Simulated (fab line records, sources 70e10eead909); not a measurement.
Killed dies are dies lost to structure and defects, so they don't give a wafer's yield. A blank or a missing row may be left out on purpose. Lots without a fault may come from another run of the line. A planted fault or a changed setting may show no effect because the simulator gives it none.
Chamber matching | flow nand_harc | NHARC_A_CHANNEL_HOLE_D1_DESCUM_15 on rie_diel-02: 4 sister chambers
The step chemistry O2, time 3 s. 63 wafers are shown with their chamber, then 12 later ones without.

WAFERS WITH THEIR CHAMBER
wafer  | chamber | showerhead_plenum_p_Torr (Torr) | drypump_motor_current_A (A) | oes_product_au (a.u.)
L074.2 | 1       | 2.00                            | 5.6                         | 1.009
L074.3 | 2       | 1.84                            | 5.9                         | 1.003
L074.6 | 2       | 1.84                            | 5.9                         | 1.007
L075.2 | 2       | 1.84                            | 5.9                         | 1.004
L075.5 | 2       | 1.84                            | 5.9                         | 0.997
L075.6 | 3       | 1.95                            | 5.4                         | 0.980
L076.1 | 0       | 1.79                            | 5.1                         | 1.013
L076.3 | 2       | 1.84                            | 5.9                         | 1.006
L076.4 | 1       | 1.99                            | 5.5                         | 1.009
L077.1 | 3       | 1.95                            | 5.4                         | 0.982
L077.2 | 0       | 1.79                            | 5.1                         | 1.007
L077.3 | 1       | 1.99                            | 5.5                         | 1.014
L077.4 | 2       | 1.83                            | 5.9                         | 1.000
L077.5 | 2       | 1.84                            | 5.9                         | 1.007
L077.6 | 3       | 1.95                            | 5.4                         | 0.985
L079.1 | 2       | 1.84                            | 5.9                         | 0.982
L079.4 | 3       | 1.95                            | 5.4                         | 0.987
L079.5 | 0       | 1.79                            | 5.1                         | 1.000
L079.2 | 0       | 1.79                            | 5.1                         | 0.997
L079.3 | 1       | 1.99                            | 5.5                         | 1.021
L079.6 | 3       | 1.95                            | 5.4                         | 0.992
L080.4 | 0       | 1.79                            | 5.1                         | 1.007
L080.5 | 3       | 1.95                            | 5.4                         | 0.980
L080.6 | 2       | 1.83                            | 5.9                         | 0.977
L081.1 | 0       | 1.79                            | 5.1                         | 1.013
L081.2 | 3       | 1.95                            | 5.4                         | 0.983
L081.6 | 3       | 1.95                            | 5.4                         | 0.982
L082.1 | 3       | 1.95                            | 5.4                         | 0.988
L082.4 | 1       | 1.99                            | 5.5                         | 1.023
L082.6 | 0       | 1.79                            | 5.1                         | 1.018
L083.1 | 3       | 1.95                            | 5.4                         | 0.990
L083.4 | 0       | 1.79                            | 5.1                         | 1.019
L083.6 | 2       | 1.83                            | 5.9                         | 0.989
L084.1 | 0       | 1.79                            | 5.1                         | 1.010
L084.2 | 3       | 1.95                            | 5.4                         | 0.993
L084.6 | 1       | 1.99                            | 5.6                         | 1.025
L085.1 | 0       | 1.79                            | 5.1                         | 1.010
L085.2 | 1       | 1.99                            | 5.5                         | 1.024
L085.6 | 1       | 1.99                            | 5.5                         | 1.034
L085.3 | 3       | 1.95                            | 5.4                         | 0.995
L085.4 | 2       | 1.83                            | 5.9                         | 0.977
L085.5 | 2       | 1.83                            | 5.9                         | 0.983
L086.2 | 3       | 1.95                            | 5.4                         | 0.994
L086.3 | 1       | 1.99                            | 5.6                         | 1.028
L086.5 | 2       | 1.83                            | 5.9                         | 0.983
L089.4 | 0       | 1.79                            | 5.1                         | 1.021
L089.5 | 1       | 1.99                            | 5.6                         | 1.025
L089.6 | 0       | 1.79                            | 5.1                         | 1.015
L090.1 | 3       | 1.95                            | 5.4                         | 0.996
L090.3 | 1       | 1.99                            | 5.5                         | 1.033
L090.6 | 1       | 1.99                            | 5.5                         | 1.038
L091.1 | 3       | 1.95                            | 5.4                         | 0.995
L091.4 | 1       | 1.99                            | 5.5                         | 1.009
L091.5 | 0       | 1.79                            | 5.1                         | 1.010
L093.2 | 0       | 1.79                            | 5.1                         | 1.007
L093.4 | 2       | 1.83                            | 5.9                         | 0.987
L093.5 | 1       | 1.99                            | 5.6                         | 1.018
L094.4 | 2       | 1.83                            | 5.9                         | 0.971
L094.5 | 1       | 1.99                            | 5.5                         | 1.007
L094.6 | 2       | 1.83                            | 6.0                         | 0.977
L095.2 | 0       | 1.79                            | 5.1                         | 1.002
L095.3 | 2       | 1.83                            | 5.9                         | 0.982
L095.4 | 1       | 1.99                            | 5.6                         | 1.021

SIGNATURES (means of the wafers above)
reading                  | chamber 0 | chamber 1 | chamber 2 | chamber 3 | scatter within a chamber
showerhead_plenum_p_Torr | 1.7900    | 1.9906    | 1.8341    | 1.9500    | 0.00293
drypump_motor_current_A  | 5.100     | 5.537     | 5.906     | 5.400     | 0.0282
oes_product_au           | 1.00993   | 1.02113   | 0.99012   | 0.98813   | 0.00919
Rule: a wafer's distance from a chamber is the root of the sum, over the readings, of the square of ((its reading less the chamber's mean) divided by the reading's scatter). The wafer belongs to the nearest chamber; if the next one is less than 2 further off, it can't be placed. The scatter: the root of (the sum of the squares of (reading less its chamber's mean) over the shown wafers, divided by (wafers less chambers)).

WAFERS WITHOUT THEIR CHAMBER
wafer  | showerhead_plenum_p_Torr (Torr) | drypump_motor_current_A (A) | oes_product_au (a.u.)
L096.1 | 1.99                            | 5.5                         | 1.010
L096.2 | 1.83                            | 5.9                         | 1.009
L096.3 | 1.95                            | 5.3                         | 1.002
L096.4 | 1.95                            | 5.4                         | 1.001
L096.5 | 1.99                            | 5.5                         | 1.013
L096.6 | 1.83                            | 6.0                         | 1.001
L097.3 | 1.95                            | 5.4                         | 1.006
L097.4 | 1.99                            | 5.6                         | 1.009
L097.5 | 1.83                            | 5.9                         | 0.989
L097.1 | 1.83                            | 5.9                         | 0.979
L097.2 | 1.79                            | 5.1                         | 0.997
L097.6 | 1.99                            | 5.5                         | 1.002

WHICH CHAMBER EACH WENT THROUGH
wafer  | from the rows above | in truth
L096.1 | 1                   | 1
L096.2 | 2                   | 2
L096.3 | 3                   | 3
L096.4 | 3                   | 3
L096.5 | 1                   | 1
L096.6 | 2                   | 2
L097.3 | 3                   | 3
L097.4 | 1                   | 1
L097.5 | 2                   | 2
L097.1 | 2                   | 2
L097.2 | 0                   | 0
L097.6 | 1                   | 1
Placed correctly: 12 of 12. Can't be placed from these rows: 0. Placed wrongly: 0.
